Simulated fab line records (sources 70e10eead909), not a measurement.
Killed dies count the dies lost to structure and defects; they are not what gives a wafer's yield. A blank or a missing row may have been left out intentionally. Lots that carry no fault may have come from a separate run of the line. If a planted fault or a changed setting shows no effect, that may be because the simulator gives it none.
fab line records    flow nand_harc
[record] lots = 15  wafers = 45  last_day = 33
route steps=1302 shown P_GATE@132 END@1302
lots that met no fault: taken from a fault-free run of the same line
start_h: hours from the record's first day to the start of the lot's first wafer shown    wait_h: hours elapsed since this lot's preceding step    " as in the row above    L1.1+2: several wafers, shown together as one row    - value missing, or start not given    * or withheld: withheld    < > ~ a bound
route shown NAME@n: NAME is a module with steps in the file, n the number in the route of the first one    usual: mean/standard deviation taken from wafers without a fault    same: alike in all rows    chamber/n: place in a boat    sites: per-site readings    _std_site: their standard deviation    _edge_site: the outer-site mean with the inner-site mean subtracted    radius_mm: how far each site lies from the wafer's centre    mask NAME#n: copy n    behind: the most recent tool/chamber to have shaped the wafer    hold: the reason the lot was held/the length of the hold in hours/how it ended    device: the n, p or np transistor that did not switch    end of line: the tests these same wafers got at the end of their route    a step given without rows: its recipe and nothing more    killed: the dies lost at the first sort to structure and to defects; this is not the yield of the wafer    map: a wafer's dies, marking killed ones x, the rest . and places with no die _
set.NAME: the setting as run; set.NAME@STEP: as run at that earlier step    model.NAME: the simulator's own value behind a step, which no gauge read
a sample of lots followed through the steps of the route, with each step as a table and each wafer as a row
services: when a tool's chamber went out of use (start_h, in hours from the record's first day, below 0 if earlier), for how many hours, and the reason
[[steps]]
[step NHARC_P_GATE_DEP_103]
[recipe] target_thk_a = 300  target_thk_nm = 30  temp_c = 400  flow_sccm = 200  rf_w = 350  material = SiON
[usual] heater_power_w = 784/120
lot.wafer  tool      chamber  start_h  wait_h  heater_power_w
L323.2     pecvd-03  2        93.83    0.5     702
L323.1     "         0        "        "       783
L323.5     "         1        "        "       800
L324.3     pecvd-01  0        107.72   0.3     919
L324.1     "         1        "        "       901
L324.6     "         0        "        "       913
L325.2     pecvd-02  2        115.98   0.5     659
L325.5     "         0        "        "       829
L325.4     "         2        "        "       670
L327.2     pecvd-02  2        135.72   0.7     642
L327.1     "         0        "        "       752
L327.5     "         1        "        "       912
L329.3     pecvd-02  1        154.87   0.3     842
L329.1     "         0        "        "       807
L329.5     "         1        "        "       838
L330.3     pecvd-01  2        169.95   0.3     652
L330.4     "         2        "        "       670
L330.6     "         0        "        "       894
L331.2     pecvd-01  1        192.65   0.4     974
L331.4     "         1        "        "       1037
L331.6     "         2        "        "       601
L332.3     pecvd-03  1        203.06   0.3     822
L332.1     "         2        "        "       622
L332.2     "         0        "        "       811
L335.2     pecvd-02  2        212.22   0.5     717
L335.1     "         1        "        "       904
L335.5     "         2        "        "       728
L334.1     pecvd-01  2        212.24   0.6     698
L334.2     "         0        "        "       928
L334.6     "         2        "        "       686
L339.3     pecvd-03  1        262.89   0.4     817
L339.2     "         2        "        "       772
L339.5     "         1        "        "       806
L340.1     pecvd-02  2        266.69   0.6     620
L340.5     "         2        "        "       632
L340.6     "         1        "        "       902
L341.1     pecvd-02  2        272.47   0.6     751
L341.5     "         1        "        "       1044
L341.6     "         2        "        "       609
L345.1     pecvd-02  2        323.61   0.6     727
L345.3     "         0        "        "       733
L345.6     "         2        "        "       716
L346.1     pecvd-02  1        327.02   0.6     1028
L346.2     "         2        "        "       702
L346.6     "         2        "        "       709
[step NHARC_P_GATE_SOFTBAKE_21]
[recipe] temp_c = 105  time_s = 55
[usual] chill_plate_temp_C = 23.00/0.097  heater_power_total_W = 188.47/0.15
lot.wafer  tool            chamber  start_h  wait_h  chill_plate_temp_C  heater_power_total_W
L323.1     litho_track-06  0        94       -       22.93               188.27
L323.2     "               0        "        "       22.98               188.48
L323.5     "               0        "        "       22.99               188.38
L324.1     litho_track-06  0        107      -       23.07               188.62
L324.3     "               0        "        "       23.13               188.35
L324.6     "               0        "        "       23.03               188.51
L325.2     litho_track-06  0        116      -       22.91               188.46
L325.4     "               0        "        "       23.06               188.38
L325.5     "               0        "        "       22.91               188.30
L327.1     litho_track-06  0        135      -       23.02               188.73
L327.2     "               0        "        "       23.03               188.43
L327.5     "               0        "        "       23.04               188.39
L329.1     litho_track-04  0        155      -       22.98               188.71
L329.3     "               0        "        "       22.97               188.29
L329.5     "               0        "        "       22.95               188.25
L330.3     litho_track-04  0        170      -       23.01               188.55
L330.4     "               0        "        "       23.09               188.38
L330.6     "               0        "        "       23.23               188.41
L331.2     litho_track-01  0        192      -       22.90               188.72
L331.4     "               0        "        "       23.00               188.27
L331.6     "               0        "        "       23.00               188.39
L332.1     litho_track-06  0        203      -       22.87               188.44
L332.2     "               0        "        "       23.07               188.73
L332.3     "               0        "        "       23.01               188.37
L334.1     litho_track-04  0        212      -       22.86               188.45
L334.2     "               0        "        "       22.83               188.46
L334.6     "               0        "        "       22.95               188.44
L335.1     litho_track-06  0        212      -       23.00               188.30
L335.2     "               0        "        "       23.06               188.64
L335.5     "               0        "        "       23.08               188.34
L339.2     litho_track-06  0        263      -       22.89               195.64
L339.3     "               0        "        "       22.92               195.53
L339.5     "               0        "        "       22.99               195.26
L340.1     litho_track-06  0        266      -       22.89               195.49
L340.5     "               0        "        "       22.96               195.60
L340.6     "               0        "        "       23.02               195.58
L341.1     litho_track-06  0        272      -       23.00               195.38
L341.5     "               0        "        "       23.11               195.19
L341.6     "               0        "        "       22.98               195.34
L345.1     litho_track-04  0        323      -       22.84               188.36
L345.3     "               0        "        "       23.01               188.68
L345.6     "               0        "        "       22.88               188.25
L346.1     litho_track-01  0        327      -       23.03               188.75
L346.2     "               0        "        "       23.06               188.58
L346.6     "               0        "        "       22.94               188.70
[step NHARC_P_GATE_CD_MEAS_26]
[recipe] target_cd_nm = 120  landing_energy_ev = 500
[usual] cd_nm = 120.0/0.8
[same] landing_energy_ev = 500
lot.wafer  tool       chamber  start_h  wait_h  cd_nm
L323.1     cd_sem-01  0        94.39    -       120.7
L323.2     "          0        "        "       121.1
L323.5     "          0        "        "       120.4
L324.1     cd_sem-02  0        108.39   -       118.0
L324.3     "          0        "        "       119.0
L324.6     "          0        "        "       119.3
L325.2     cd_sem-03  0        116.48   -       120.6
L325.4     "          0        "        "       120.9
L325.5     "          0        "        "       120.7
L327.1     cd_sem-01  0        136.25   -       121.2
L327.2     "          0        "        "       121.9
L327.5     "          0        "        "       120.2
L329.1     cd_sem-02  0        155.42   -       121.0
L329.3     "          0        "        "       121.0
L329.5     "          0        "        "       121.1
L330.3     cd_sem-02  0        170.51   -       120.0
L330.4     "          0        "        "       119.8
L330.6     "          0        "        "       120.3
L331.2     cd_sem-02  0        193.34   -       119.4
L331.4     "          0        "        "       120.0
L331.6     "          0        "        "       119.9
L332.1     cd_sem-02  0        203.74   -       118.8
L332.2     "          0        "        "       119.3
L332.3     "          0        "        "       119.4
L334.1     cd_sem-03  0        212.77   -       119.5
L334.2     "          0        "        "       119.3
L334.6     "          0        "        "       118.7
L335.1     cd_sem-02  0        212.92   -       119.5
L335.2     "          0        "        "       120.1
L335.5     "          0        "        "       120.2
L339.2     cd_sem-02  0        263.42   -       120.9
L339.3     "          0        "        "       119.7
L339.5     "          0        "        "       119.9
L340.1     cd_sem-02  0        267.36   -       120.2
L340.5     "          0        "        "       119.0
L340.6     "          0        "        "       120.0
L341.1     cd_sem-03  0        273.13   -       120.2
L341.5     "          0        "        "       119.9
L341.6     "          0        "        "       121.3
L345.1     cd_sem-01  0        324.26   -       119.5
L345.3     "          0        "        "       119.8
L345.6     "          0        "        "       119.2
L346.1     cd_sem-01  0        327.67   -       119.3
L346.2     "          0        "        "       121.1
L346.6     "          0        "        "       120.8
[step NHARC_P_GATE_OVL_MEAS_27]
[usual] overlay_x_nm = 0.2/0.93  overlay_y_nm = 0.2/0.75
lot.wafer  tool        chamber  start_h  wait_h  overlay_x_nm  overlay_y_nm
L323.1     overlay-01  -        94.48    -       -0.9          1.2
L323.2     "           -        "        "       -0.8          0.5
L323.5     "           -        "        "       -0.7          0.8
L324.1     overlay-01  -        108.48   -       0.2           -0.4
L324.3     "           -        "        "       0.3           0.1
L324.6     "           -        "        "       0.9           0.0
L325.2     overlay-01  -        116.57   -       0.8           0.5
L325.4     "           -        "        "       0.8           0.1
L325.5     "           -        "        "       0.3           -0.2
L327.1     overlay-02  -        136.34   -       0.5           0.2
L327.2     "           -        "        "       0.9           0.6
L327.5     "           -        "        "       0.5           0.4
L329.1     overlay-02  -        155.51   -       -0.2          1.4
L329.3     "           -        "        "       0.3           1.2
L329.5     "           -        "        "       -0.1          1.3
L330.3     overlay-01  -        170.59   -       -1.1          0.6
L330.4     "           -        "        "       -1.3          -0.4
L330.6     "           -        "        "       -1.2          0.2
L331.2     overlay-02  -        193.42   -       -0.6          -0.8
L331.4     "           -        "        "       -0.9          -0.3
L331.6     "           -        "        "       -0.9          0.0
L332.1     overlay-02  -        203.83   -       -0.9          1.2
L332.2     "           -        "        "       -1.2          0.7
L332.3     "           -        "        "       -1.2          1.0
L334.1     overlay-02  -        212.86   -       2.0           -0.3
L334.2     "           -        "        "       1.9           -0.4
L334.6     "           -        "        "       2.0           -0.5
L335.1     overlay-01  -        213.01   -       -0.9          0.1
L335.2     "           -        "        "       -0.8          -0.1
L335.5     "           -        "        "       -1.0          0.0
L339.2     overlay-02  -        263.51   -       0.2           0.4
L339.3     "           -        "        "       0.0           0.1
L339.5     "           -        "        "       0.5           0.0
L340.1     overlay-02  -        267.45   -       0.0           0.3
L340.5     "           -        "        "       0.2           0.2
L340.6     "           -        "        "       -0.1          0.7
L341.1     overlay-02  -        273.22   -       1.1           1.7
L341.5     "           -        "        "       1.7           1.5
L341.6     "           -        "        "       1.6           2.0
L345.1     overlay-01  -        324.35   -       1.6           0.2
L345.3     "           -        "        "       1.1           0.6
L345.6     "           -        "        "       1.4           0.6
L346.1     overlay-02  -        327.76   -       1.0           -1.4
L346.2     "           -        "        "       1.2           -1.8
L346.6     "           -        "        "       0.8           -1.7
[step NHARC_END_SORT_01]
[recipe] temp_c = 25
[usual] killed_at_array = 59/16  killed_at_other = 0.8/1.1  killed_at_periphery = 3.6/2.4  killed_dies = 64/16  killed_open = 3.4/1.8  killed_short = 2.5/1.6
[same] gross_dies = 677
lot.wafer  tool       chamber  start_h  wait_h  killed_at_array  killed_at_other  killed_at_periphery  killed_dies  killed_open  killed_short
L341.1     prober-02  0        741.21   2.5     61               1                4                    66           10           5
L341.5     prober-02  0        744.37   3.7     62               0                6                    68           8            3
L341.6     prober-02  0        745.16   4.0     48               2                3                    53           3            0
// killed by level:class
L341.1 A_CHANNEL_HOLE_D1:chamber_film_flake=36 A_CONTACT:chamber_film_flake=4 A_ONON_D1:geometric_particle:short=3 A_CHANNEL_FILL_D1:geometric_particle:open=3 A_ONON_D1:geometric_particle:open=2 A_SLIT:chamber_film_flake=2 A_STAIRCASE:chamber_film_flake=2 A_WL_FILL:chamber_film_flake=2
L341.5 A_CHANNEL_HOLE_D1:chamber_film_flake=33 A_SLIT:chamber_film_flake=5 A_ZERO_WELL:chamber_film_flake=4 A_CONTACT:chamber_film_flake=4 A_WL_FILL:chamber_film_flake=3 A_BLC:geometric_particle:open=2 P_ZERO_WELL:chamber_film_flake=2 P_M2:chamber_film_flake=2
L341.6 A_CHANNEL_HOLE_D1:chamber_film_flake=28 A_CONTACT:chamber_film_flake=5 A_SLIT:chamber_film_flake=5 A_WL_FILL:chamber_film_flake=3 A_CHANNEL_FILL_D1:geometric_particle:open=2 P_ZERO_WELL:chamber_film_flake=2 THIN_TSV:chamber_film_flake=2 A_STAIRCASE:chamber_film_flake=2
[[services]]
tool            chamber  start_h  hours  kind
pecvd-03        0        110.46   16.2   repair
pecvd-03        1        117.70   6.1    repair
pecvd-01        -        130.00   13.0   pm
pecvd-01        0        130.00   13.0   vent_cycle
pecvd-01        1        130.00   13.0   vent_cycle
pecvd-01        2        130.00   13.0   vent_cycle
pecvd-01        0        143.00   -      clean
pecvd-01        1        143.00   -      clean
pecvd-01        2        143.00   -      clean
litho_track-01  -        155.00   7.0    pm
pecvd-03        1        172.74   5.0    repair
litho_track-06  -        179.00   7.0    pm
pecvd-03        -        185.54   13.0   pm
litho_track-04  -        203.00   7.0    pm
pecvd-02        -        227.24   13.0   pm
pecvd-02        0        227.24   13.0   vent_cycle
pecvd-02        1        227.24   13.0   vent_cycle
pecvd-02        2        227.24   13.0   vent_cycle
pecvd-02        0        240.24   -      clean
pecvd-02        1        240.24   -      clean
pecvd-02        2        240.24   -      clean
pecvd-03        -        299.93   0.6    repair
pecvd-01        -        311.00   13.0   pm
pecvd-01        0        311.00   13.0   vent_cycle
[[key]]
[first_sign] step = NHARC_P_GATE_SOFTBAKE_21  reading = heater_power_total_W  direction = up  sigmas = 48  usual = *  struck = *
effect none on later readings
met_at NHARC_P_GATE_SOFTBAKE_21
struck_lots L339,L340,L341
rows_end L340.1,L340.5,L340.6
tester_left_out L339,L341
not_acting_at NHARC_P_GATE_DEP_103,NHARC_P_GATE_CD_MEAS_26,NHARC_P_GATE_OVL_MEAS_27
onset_between 212 263
[fault] kind = process_parameter_drift  tool = litho_track-06  chamber = -  onset_h = 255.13  steps = NHARC_P_GATE_SOFTBAKE_21  channel = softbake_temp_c  offset = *  shape = step  end_h = 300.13  acts_in = *  stated = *
// tester_left_out: of these lots the tester's yield and bins aren't shown, on N5 and GAA mostly nor the transistor test; their killed dies are dies lost to structure and defects alone, not to doping, threshold or leakage, so they don't give the yield
// rows_end: these wafers met a further fault down the route, and their rows from its step on are left out
